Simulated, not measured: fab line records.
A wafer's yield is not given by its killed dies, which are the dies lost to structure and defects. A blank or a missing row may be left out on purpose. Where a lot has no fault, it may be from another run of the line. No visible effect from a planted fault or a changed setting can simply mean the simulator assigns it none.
fab line records / flow nand-harc / part 2 of 2: steps 22 to 28 of 28
[record] lots = 5 wafers = 15 last-day = 33
route steps=1302 shown A_CONTACT@1031
lots that met no fault: taken from a fault-free run of the same line
start-h: start of the lot's first displayed wafer, in hours after the record's first day / wait-h: hours elapsed since this lot's preceding step / " same as the row above / L1.1+2: one row covering several wafers at once / - no value present, or no start provided / * or withheld: withheld / < > ~ a bound
route shown NAME@n: a module of which the file shows steps, and the number in the route of the first / usual: the fault-free wafers' mean and standard deviation / same: alike in all rows / chamber/n: place in a boat / sites: per-site readings / _std_site: how widely they spread, as a standard deviation / _edge_site: mean of outer sites minus mean of inner sites / radius-mm: for every site, how far away it sits from the centre of the wafer / mask NAME#n: copy n / behind: tool/chamber where the wafer was last shaped / hold: cause of the lot's hold/its duration in hours/its outcome / device: transistor that didn't switch, given as n, p or np / end of line: the route-end tests of the same wafers / a step given without rows: its recipe and nothing more / killed: at the first sort, the dies lost to defects and structure; wafer yield is something else / map: dies across one wafer; x = killed, . = not, _ = none there
set.NAME: setting as actually run; set.NAME@STEP: the setting as run at that earlier step / model.NAME: the simulator's own value behind a step, which no gauge read
lots at some steps of the route; a table a step, a row a wafer
services: when a tool's chamber went out of use (start-h, in hours from the record's first day, below 0 if earlier), for how many hours, and the reason
[[steps]]
[step NHARC_A_CONTACT_ETCH_129]
[recipe] source-w = withheld pressure-mtorr = 20 bias-v = 3000 time-s = 197 target-depth-a = 19180 ar-flow-sccm = withheld c4f8-flow-sccm = withheld o2-flow-sccm = withheld chemistry = C4F8/O2/Ar
[same] time-s = 197
lot.wafer=L079.2 tool=har-cap-etch-02 chamber=1 start-h=569.25 wait-h=0.2 rf-hours-counter-h=94
lot.wafer=L079.1 tool=har-cap-etch-02 chamber=0 start-h=569.25 wait-h=0.2 rf-hours-counter-h=94
lot.wafer=L079.5 tool=har-cap-etch-02 chamber=0 start-h=569.25 wait-h=0.2 rf-hours-counter-h=-
lot.wafer=L081.1 tool=har-cap-etch-03 chamber=0 start-h=584.56 wait-h=0.1 rf-hours-counter-h=55
lot.wafer=L081.4 tool=har-cap-etch-03 chamber=0 start-h=584.56 wait-h=0.1 rf-hours-counter-h=-
lot.wafer=L081.5 tool=har-cap-etch-03 chamber=1 start-h=584.56 wait-h=0.1 rf-hours-counter-h=-
lot.wafer=L093.2 tool=har-cap-etch-03 chamber=1 start-h=706.58 wait-h=0.1 rf-hours-counter-h=78
lot.wafer=L093.3 tool=har-cap-etch-03 chamber=1 start-h=706.58 wait-h=0.1 rf-hours-counter-h=-
lot.wafer=L093.5 tool=har-cap-etch-03 chamber=1 start-h=706.58 wait-h=0.1 rf-hours-counter-h=-
lot.wafer=L095.3 tool=har-cap-etch-02 chamber=0 start-h=725.95 wait-h=0.1 rf-hours-counter-h=-
lot.wafer=L095.5 tool=har-cap-etch-02 chamber=0 start-h=725.95 wait-h=0.1 rf-hours-counter-h=-
lot.wafer=L095.6 tool=har-cap-etch-02 chamber=1 start-h=725.95 wait-h=0.1 rf-hours-counter-h=-
lot.wafer=L097.3 tool=har-cap-etch-02 chamber=1 start-h=736.30 wait-h=0.1 rf-hours-counter-h=-
lot.wafer=L097.4 tool=har-cap-etch-02 chamber=0 start-h=736.30 wait-h=0.1 rf-hours-counter-h=-
lot.wafer=L097.6 tool=har-cap-etch-02 chamber=1 start-h=736.30 wait-h=0.1 rf-hours-counter-h=-
[step NHARC_A_CONTACT_ETCH_130]
[recipe] source-w = withheld pressure-mtorr = 20 bias-v = 3000 time-s = 197 target-depth-a = 19180 ar-flow-sccm = withheld c4f8-flow-sccm = withheld o2-flow-sccm = withheld chemistry = C4F8/O2/Ar
[same] time-s = 197
lot.wafer=L079.2 tool=har-cap-etch-02 chamber=1 start-h=569.48 wait-h=0.2 rf-hours-counter-h=94
lot.wafer=L079.1 tool=har-cap-etch-02 chamber=0 start-h=569.48 wait-h=0.2 rf-hours-counter-h=94
lot.wafer=L079.5 tool=har-cap-etch-02 chamber=0 start-h=569.48 wait-h=0.2 rf-hours-counter-h=-
lot.wafer=L081.1 tool=har-cap-etch-03 chamber=0 start-h=584.74 wait-h=0.1 rf-hours-counter-h=55
lot.wafer=L081.4 tool=har-cap-etch-03 chamber=0 start-h=584.74 wait-h=0.1 rf-hours-counter-h=-
lot.wafer=L081.5 tool=har-cap-etch-03 chamber=1 start-h=584.74 wait-h=0.1 rf-hours-counter-h=-
lot.wafer=L093.2 tool=har-cap-etch-03 chamber=1 start-h=706.75 wait-h=0.1 rf-hours-counter-h=79
lot.wafer=L093.3 tool=har-cap-etch-03 chamber=1 start-h=706.75 wait-h=0.1 rf-hours-counter-h=-
lot.wafer=L093.5 tool=har-cap-etch-03 chamber=1 start-h=706.75 wait-h=0.1 rf-hours-counter-h=-
lot.wafer=L095.3 tool=har-cap-etch-02 chamber=0 start-h=726.13 wait-h=0.1 rf-hours-counter-h=-
lot.wafer=L095.5 tool=har-cap-etch-02 chamber=0 start-h=726.13 wait-h=0.1 rf-hours-counter-h=-
lot.wafer=L095.6 tool=har-cap-etch-02 chamber=1 start-h=726.13 wait-h=0.1 rf-hours-counter-h=-
lot.wafer=L097.3 tool=har-cap-etch-02 chamber=1 start-h=736.48 wait-h=0.1 rf-hours-counter-h=-
lot.wafer=L097.4 tool=har-cap-etch-02 chamber=0 start-h=736.48 wait-h=0.1 rf-hours-counter-h=-
lot.wafer=L097.6 tool=har-cap-etch-02 chamber=1 start-h=736.48 wait-h=0.1 rf-hours-counter-h=-
[step NHARC_A_CONTACT_ETCH_131]
[recipe] source-w = withheld pressure-mtorr = 20 bias-v = 3000 time-s = 197 target-depth-a = 19180 ar-flow-sccm = withheld c4f8-flow-sccm = withheld o2-flow-sccm = withheld chemistry = C4F8/O2/Ar
[same] time-s = 197
lot.wafer=L079.2 tool=har-cap-etch-02 chamber=1 start-h=569.72 wait-h=0.2 rf-hours-counter-h=95
lot.wafer=L079.1 tool=har-cap-etch-02 chamber=0 start-h=569.72 wait-h=0.2 rf-hours-counter-h=95
lot.wafer=L079.5 tool=har-cap-etch-02 chamber=0 start-h=569.72 wait-h=0.2 rf-hours-counter-h=-
lot.wafer=L081.1 tool=har-cap-etch-03 chamber=0 start-h=584.92 wait-h=0.1 rf-hours-counter-h=56
lot.wafer=L081.4 tool=har-cap-etch-03 chamber=0 start-h=584.92 wait-h=0.1 rf-hours-counter-h=-
lot.wafer=L081.5 tool=har-cap-etch-03 chamber=1 start-h=584.92 wait-h=0.1 rf-hours-counter-h=-
lot.wafer=L093.2 tool=har-cap-etch-03 chamber=1 start-h=706.93 wait-h=0.1 rf-hours-counter-h=79
lot.wafer=L093.3 tool=har-cap-etch-03 chamber=1 start-h=706.93 wait-h=0.1 rf-hours-counter-h=-
lot.wafer=L093.5 tool=har-cap-etch-03 chamber=1 start-h=706.93 wait-h=0.1 rf-hours-counter-h=-
lot.wafer=L095.3 tool=har-cap-etch-02 chamber=0 start-h=726.31 wait-h=0.1 rf-hours-counter-h=-
lot.wafer=L095.5 tool=har-cap-etch-02 chamber=0 start-h=726.31 wait-h=0.1 rf-hours-counter-h=-
lot.wafer=L095.6 tool=har-cap-etch-02 chamber=1 start-h=726.31 wait-h=0.1 rf-hours-counter-h=-
lot.wafer=L097.3 tool=har-cap-etch-02 chamber=1 start-h=736.66 wait-h=0.1 rf-hours-counter-h=-
lot.wafer=L097.4 tool=har-cap-etch-02 chamber=0 start-h=736.66 wait-h=0.1 rf-hours-counter-h=-
lot.wafer=L097.6 tool=har-cap-etch-02 chamber=1 start-h=736.66 wait-h=0.1 rf-hours-counter-h=-
[step NHARC_A_CONTACT_ETCH_132]
[recipe] source-w = withheld pressure-mtorr = 20 bias-v = 3000 time-s = 197 target-depth-a = 19240 ar-flow-sccm = withheld c4f8-flow-sccm = withheld o2-flow-sccm = withheld chemistry = C4F8/O2/Ar
[same] time-s = 197
lot.wafer=L079.2 tool=har-cap-etch-02 chamber=1 start-h=569.95 wait-h=0.2 rf-hours-counter-h=95
lot.wafer=L079.1 tool=har-cap-etch-02 chamber=0 start-h=569.95 wait-h=0.2 rf-hours-counter-h=95
lot.wafer=L079.5 tool=har-cap-etch-02 chamber=0 start-h=569.95 wait-h=0.2 rf-hours-counter-h=-
lot.wafer=L081.1 tool=har-cap-etch-03 chamber=0 start-h=585.10 wait-h=0.1 rf-hours-counter-h=56
lot.wafer=L081.4 tool=har-cap-etch-03 chamber=0 start-h=585.10 wait-h=0.1 rf-hours-counter-h=-
lot.wafer=L081.5 tool=har-cap-etch-03 chamber=1 start-h=585.10 wait-h=0.1 rf-hours-counter-h=-
lot.wafer=L093.2 tool=har-cap-etch-03 chamber=1 start-h=707.11 wait-h=0.1 rf-hours-counter-h=79
lot.wafer=L093.3 tool=har-cap-etch-03 chamber=1 start-h=707.11 wait-h=0.1 rf-hours-counter-h=-
lot.wafer=L093.5 tool=har-cap-etch-03 chamber=1 start-h=707.11 wait-h=0.1 rf-hours-counter-h=-
lot.wafer=L095.3 tool=har-cap-etch-02 chamber=0 start-h=726.48 wait-h=0.1 rf-hours-counter-h=-
lot.wafer=L095.5 tool=har-cap-etch-02 chamber=0 start-h=726.48 wait-h=0.1 rf-hours-counter-h=-
lot.wafer=L095.6 tool=har-cap-etch-02 chamber=1 start-h=726.48 wait-h=0.1 rf-hours-counter-h=-
lot.wafer=L097.3 tool=har-cap-etch-02 chamber=1 start-h=736.83 wait-h=0.1 rf-hours-counter-h=-
lot.wafer=L097.4 tool=har-cap-etch-02 chamber=0 start-h=736.83 wait-h=0.1 rf-hours-counter-h=-
lot.wafer=L097.6 tool=har-cap-etch-02 chamber=1 start-h=736.83 wait-h=0.1 rf-hours-counter-h=-
[step NHARC_A_CONTACT_ETCH_133]
[recipe] source-w = withheld pressure-mtorr = 20 bias-v = 400 time-s = 374 target-depth-a = 16100 ar-flow-sccm = withheld c4f8-flow-sccm = 11.5 o2-flow-sccm = 7.2 chemistry = C4F8/O2/Ar
[same] time-s = 374
lot.wafer=L079.2 tool=har-cap-etch-02 chamber=1 start-h=570.19 wait-h=0.2 rf-hours-counter-h=95
lot.wafer=L079.1 tool=har-cap-etch-02 chamber=0 start-h=570.19 wait-h=0.2 rf-hours-counter-h=95
lot.wafer=L079.5 tool=har-cap-etch-02 chamber=0 start-h=570.19 wait-h=0.2 rf-hours-counter-h=-
lot.wafer=L081.1 tool=har-cap-etch-03 chamber=0 start-h=585.31 wait-h=0.2 rf-hours-counter-h=56
lot.wafer=L081.4 tool=har-cap-etch-03 chamber=0 start-h=585.31 wait-h=0.2 rf-hours-counter-h=-
lot.wafer=L081.5 tool=har-cap-etch-03 chamber=1 start-h=585.31 wait-h=0.2 rf-hours-counter-h=-
lot.wafer=L093.2 tool=har-cap-etch-03 chamber=1 start-h=707.28 wait-h=0.1 rf-hours-counter-h=79
lot.wafer=L093.3 tool=har-cap-etch-03 chamber=1 start-h=707.28 wait-h=0.1 rf-hours-counter-h=-
lot.wafer=L093.5 tool=har-cap-etch-03 chamber=1 start-h=707.28 wait-h=0.1 rf-hours-counter-h=-
lot.wafer=L095.3 tool=har-cap-etch-02 chamber=0 start-h=726.74 wait-h=0.2 rf-hours-counter-h=-
lot.wafer=L095.5 tool=har-cap-etch-02 chamber=0 start-h=726.74 wait-h=0.2 rf-hours-counter-h=-
lot.wafer=L095.6 tool=har-cap-etch-02 chamber=1 start-h=726.74 wait-h=0.2 rf-hours-counter-h=-
lot.wafer=L097.3 tool=har-cap-etch-02 chamber=1 start-h=737.09 wait-h=0.2 rf-hours-counter-h=-
lot.wafer=L097.4 tool=har-cap-etch-02 chamber=0 start-h=737.09 wait-h=0.2 rf-hours-counter-h=-
lot.wafer=L097.6 tool=har-cap-etch-02 chamber=1 start-h=737.09 wait-h=0.2 rf-hours-counter-h=-
[step NHARC_A_CONTACT_ETCH_91]
[recipe] target-depth-a = 400 over-etch-frac = 0.5 time-s = 85.7 ion-energy-ev = 120 ch3f-flow-sccm = 50 o2-flow-sccm = 30 ar-flow-sccm = 200 rf-w = 500 bias-w = 100 chemistry = CH3F/O2
[usual] bias-w = 100.02/0.28 drypump-motor-current-A = 5.8/0.41 oes-product-au = 0.932/0.024 rf-vpp-V = 244.1/1.6 showerhead-plenum-p-Torr = 2.43/0.1 throttle-valve-pct = 20.663/0.0089
[same] time-s = 85.7
lot.wafer=L079.1 tool=rie-diel-13 chamber=3 start-h=571.12 wait-h=0.8 bias-w=100.24 drypump-motor-current-A=5.4 oes-product-au=0.934 rf-hours-counter-h=11 rf-vpp-V=246.7 showerhead-plenum-p-Torr=2.66 throttle-valve-pct=20.677
lot.wafer=L079.2 tool=rie-diel-13 chamber=1 start-h=571.12 wait-h=0.8 bias-w=99.90 drypump-motor-current-A=5.9 oes-product-au=0.914 rf-hours-counter-h=12 rf-vpp-V=244.4 showerhead-plenum-p-Torr=2.49 throttle-valve-pct=20.667
lot.wafer=L079.5 tool=rie-diel-13 chamber=2 start-h=571.12 wait-h=0.8 bias-w=100.47 drypump-motor-current-A=5.4 oes-product-au=0.914 rf-hours-counter-h=- rf-vpp-V=242.6 showerhead-plenum-p-Torr=2.32 throttle-valve-pct=20.660
lot.wafer=L081.1 tool=rie-diel-08 chamber=1 start-h=586.04 wait-h=0.7 bias-w=99.78 drypump-motor-current-A=6.1 oes-product-au=0.911 rf-hours-counter-h=3 rf-vpp-V=244.9 showerhead-plenum-p-Torr=2.40 throttle-valve-pct=20.659
lot.wafer=L081.4 tool=rie-diel-08 chamber=3 start-h=586.04 wait-h=0.7 bias-w=100.12 drypump-motor-current-A=5.7 oes-product-au=0.929 rf-hours-counter-h=5 rf-vpp-V=244.8 showerhead-plenum-p-Torr=2.49 throttle-valve-pct=20.660
lot.wafer=L081.5 tool=rie-diel-08 chamber=0 start-h=586.04 wait-h=0.7 bias-w=100.15 drypump-motor-current-A=6.3 oes-product-au=0.918 rf-hours-counter-h=- rf-vpp-V=243.8 showerhead-plenum-p-Torr=2.39 throttle-valve-pct=20.663
lot.wafer=L093.2 tool=rie-diel-13 chamber=0 start-h=708.07 wait-h=0.7 bias-w=100.05 drypump-motor-current-A=6.0 oes-product-au=1.024 rf-hours-counter-h=0 rf-vpp-V=243.3 showerhead-plenum-p-Torr=2.34 throttle-valve-pct=20.654
lot.wafer=L093.3 tool=rie-diel-13 chamber=2 start-h=708.07 wait-h=0.7 bias-w=99.85 drypump-motor-current-A=5.3 oes-product-au=1.005 rf-hours-counter-h=0 rf-vpp-V=241.7 showerhead-plenum-p-Torr=2.31 throttle-valve-pct=20.657
lot.wafer=L093.5 tool=rie-diel-13 chamber=1 start-h=708.07 wait-h=0.7 bias-w=99.99 drypump-motor-current-A=5.9 oes-product-au=1.019 rf-hours-counter-h=- rf-vpp-V=244.6 showerhead-plenum-p-Torr=2.47 throttle-valve-pct=20.660
lot.wafer=L095.3 tool=rie-diel-02 chamber=0 start-h=727.41 wait-h=0.6 bias-w=100.39 drypump-motor-current-A=5.3 oes-product-au=0.932 rf-hours-counter-h=54 rf-vpp-V=245.7 showerhead-plenum-p-Torr=2.49 throttle-valve-pct=20.665
lot.wafer=L095.6 tool=rie-diel-02 chamber=0 start-h=727.41 wait-h=0.6 bias-w=99.87 drypump-motor-current-A=5.3 oes-product-au=0.936 rf-hours-counter-h=- rf-vpp-V=243.6 showerhead-plenum-p-Torr=2.49 throttle-valve-pct=20.676
lot.wafer=L095.5 tool=rie-diel-02 chamber=1 start-h=727.41 wait-h=0.6 bias-w=100.58 drypump-motor-current-A=6.4 oes-product-au=0.920 rf-hours-counter-h=- rf-vpp-V=246.7 showerhead-plenum-p-Torr=2.62 throttle-valve-pct=20.670
lot.wafer=L097.4 tool=rie-diel-02 chamber=2 start-h=737.76 wait-h=0.5 bias-w=99.73 drypump-motor-current-A=5.4 oes-product-au=0.925 rf-hours-counter-h=57 rf-vpp-V=243.7 showerhead-plenum-p-Torr=2.42 throttle-valve-pct=20.664
lot.wafer=L097.3 tool=rie-diel-02 chamber=3 start-h=737.76 wait-h=0.5 bias-w=100.18 drypump-motor-current-A=4.7 oes-product-au=0.919 rf-hours-counter-h=62 rf-vpp-V=243.0 showerhead-plenum-p-Torr=2.43 throttle-valve-pct=20.654
lot.wafer=L097.6 tool=rie-diel-02 chamber=1 start-h=737.76 wait-h=0.5 bias-w=100.47 drypump-motor-current-A=6.4 oes-product-au=0.921 rf-hours-counter-h=- rf-vpp-V=245.7 showerhead-plenum-p-Torr=2.61 throttle-valve-pct=20.652
[step NHARC_A_CONTACT_ETCH_97]
[recipe] target-depth-a = 200 over-etch-frac = 0.5 time-s = 10 ion-energy-ev = 250 c4f6-flow-sccm = 25 o2-flow-sccm = 20 ar-flow-sccm = 500 rf-w = 600 bias-w = 500 chemistry = C4F6/O2
[usual] bias-w = 500.2/1.6 drypump-motor-current-A = 5.8/0.42 oes-product-au = 0.953/0.018 rf-vpp-V = 546/3.4 showerhead-plenum-p-Torr = 3.87/0.16 throttle-valve-pct = 26.902/0.0092
[same] time-s = 10
lot.wafer=L079.1 tool=rie-diel-13 chamber=2 start-h=- wait-h=- bias-w=501.2 drypump-motor-current-A=5.3 oes-product-au=0.945 rf-hours-counter-h=12 rf-vpp-V=543 showerhead-plenum-p-Torr=3.72 throttle-valve-pct=26.908
lot.wafer=L079.2 tool=rie-diel-13 chamber=3 start-h=- wait-h=- bias-w=502.2 drypump-motor-current-A=5.4 oes-product-au=0.970 rf-hours-counter-h=11 rf-vpp-V=553 showerhead-plenum-p-Torr=4.22 throttle-valve-pct=26.895
lot.wafer=L079.5 tool=rie-diel-13 chamber=3 start-h=- wait-h=- bias-w=498.8 drypump-motor-current-A=5.4 oes-product-au=0.958 rf-hours-counter-h=- rf-vpp-V=555 showerhead-plenum-p-Torr=4.22 throttle-valve-pct=26.895
lot.wafer=L081.4 tool=rie-diel-08 chamber=3 start-h=- wait-h=- bias-w=501.1 drypump-motor-current-A=5.7 oes-product-au=0.939 rf-hours-counter-h=5 rf-vpp-V=547 showerhead-plenum-p-Torr=3.97 throttle-valve-pct=26.920
lot.wafer=L081.1 tool=rie-diel-08 chamber=2 start-h=- wait-h=- bias-w=501.3 drypump-motor-current-A=6.1 oes-product-au=0.941 rf-hours-counter-h=5 rf-vpp-V=541 showerhead-plenum-p-Torr=3.69 throttle-valve-pct=26.909
lot.wafer=L081.5 tool=rie-diel-08 chamber=3 start-h=- wait-h=- bias-w=500.9 drypump-motor-current-A=5.7 oes-product-au=0.936 rf-hours-counter-h=- rf-vpp-V=547 showerhead-plenum-p-Torr=3.97 throttle-valve-pct=26.904
lot.wafer=L093.3 tool=rie-diel-13 chamber=0 start-h=- wait-h=- bias-w=496.7 drypump-motor-current-A=6.1 oes-product-au=1.010 rf-hours-counter-h=0 rf-vpp-V=543 showerhead-plenum-p-Torr=3.75 throttle-valve-pct=26.906
lot.wafer=L093.2 tool=rie-diel-13 chamber=1 start-h=- wait-h=- bias-w=501.1 drypump-motor-current-A=5.9 oes-product-au=0.998 rf-hours-counter-h=0 rf-vpp-V=548 showerhead-plenum-p-Torr=3.95 throttle-valve-pct=26.904
lot.wafer=L093.5 tool=rie-diel-13 chamber=2 start-h=- wait-h=- bias-w=499.5 drypump-motor-current-A=5.3 oes-product-au=0.991 rf-hours-counter-h=- rf-vpp-V=541 showerhead-plenum-p-Torr=3.69 throttle-valve-pct=26.899
lot.wafer=L095.3 tool=rie-diel-02 chamber=3 start-h=- wait-h=- bias-w=501.7 drypump-motor-current-A=4.7 oes-product-au=0.941 rf-hours-counter-h=56 rf-vpp-V=545 showerhead-plenum-p-Torr=3.89 throttle-valve-pct=26.893
lot.wafer=L095.5 tool=rie-diel-02 chamber=2 start-h=- wait-h=- bias-w=503.3 drypump-motor-current-A=5.4 oes-product-au=0.961 rf-hours-counter-h=- rf-vpp-V=546 showerhead-plenum-p-Torr=3.86 throttle-valve-pct=26.899
lot.wafer=L095.6 tool=rie-diel-02 chamber=3 start-h=- wait-h=- bias-w=498.5 drypump-motor-current-A=4.8 oes-product-au=0.949 rf-hours-counter-h=- rf-vpp-V=546 showerhead-plenum-p-Torr=3.89 throttle-valve-pct=26.892
lot.wafer=L097.3 tool=rie-diel-02 chamber=1 start-h=- wait-h=- bias-w=500.4 drypump-motor-current-A=6.4 oes-product-au=0.940 rf-hours-counter-h=54 rf-vpp-V=552 showerhead-plenum-p-Torr=4.16 throttle-valve-pct=26.893
lot.wafer=L097.4 tool=rie-diel-02 chamber=0 start-h=- wait-h=- bias-w=499.3 drypump-motor-current-A=5.3 oes-product-au=0.964 rf-hours-counter-h=58 rf-vpp-V=547 showerhead-plenum-p-Torr=3.97 throttle-valve-pct=26.913
lot.wafer=L097.6 tool=rie-diel-02 chamber=2 start-h=- wait-h=- bias-w=499.3 drypump-motor-current-A=5.4 oes-product-au=0.948 rf-hours-counter-h=- rf-vpp-V=545 showerhead-plenum-p-Torr=3.86 throttle-valve-pct=26.908
[[services]]
tool=rie-diel-08 chamber=- start-h=544.80 hours=9.0 kind=pm
tool=rie-diel-02 chamber=0 start-h=550.56 hours=- kind=clean
tool=rie-diel-02 chamber=1 start-h=550.56 hours=- kind=clean
tool=rie-diel-02 chamber=2 start-h=550.56 hours=- kind=clean
tool=litho-track-04 chamber=- start-h=553.00 hours=7.0 kind=pm
tool=rie-diel-08 chamber=1 start-h=569.57 hours=13.0 kind=repair
tool=rie-diel-02 chamber=- start-h=570.85 hours=9.0 kind=pm
tool=rie-diel-13 chamber=0 start-h=585.30 hours=4.4 kind=repair
tool=arfi-scanner-01 chamber=- start-h=601.90 hours=4.0 kind=pm
tool=arfi-scanner-03 chamber=- start-h=631.00 hours=2.0 kind=repair
tool=arfi-scanner-01 chamber=- start-h=632.35 hours=34.0 kind=repair
tool=har-cap-etch-02 chamber=- start-h=651.24 hours=0.8 kind=repair
tool=arfi-scanner-03 chamber=- start-h=656.85 hours=3.6 kind=repair
tool=litho-track-01 chamber=- start-h=680.00 hours=7.0 kind=pm
tool=rie-diel-08 chamber=3 start-h=681.75 hours=2.5 kind=repair
tool=arfi-scanner-03 chamber=- start-h=686.70 hours=11.1 kind=repair
tool=har-cap-etch-02 chamber=- start-h=692.09 hours=0.7 kind=repair
tool=arfi-scanner-01 chamber=- start-h=695.95 hours=1.2 kind=repair
tool=rie-diel-13 chamber=- start-h=698.23 hours=9.0 kind=pm
tool=litho-track-06 chamber=- start-h=704.00 hours=7.0 kind=pm
tool=arfi-scanner-03 chamber=- start-h=712.01 hours=4.0 kind=pm
tool=rie-diel-13 chamber=3 start-h=717.44 hours=7.6 kind=repair
tool=rie-diel-08 chamber=- start-h=721.96 hours=9.0 kind=pm
tool=litho-track-04 chamber=- start-h=728.00 hours=7.0 kind=pm
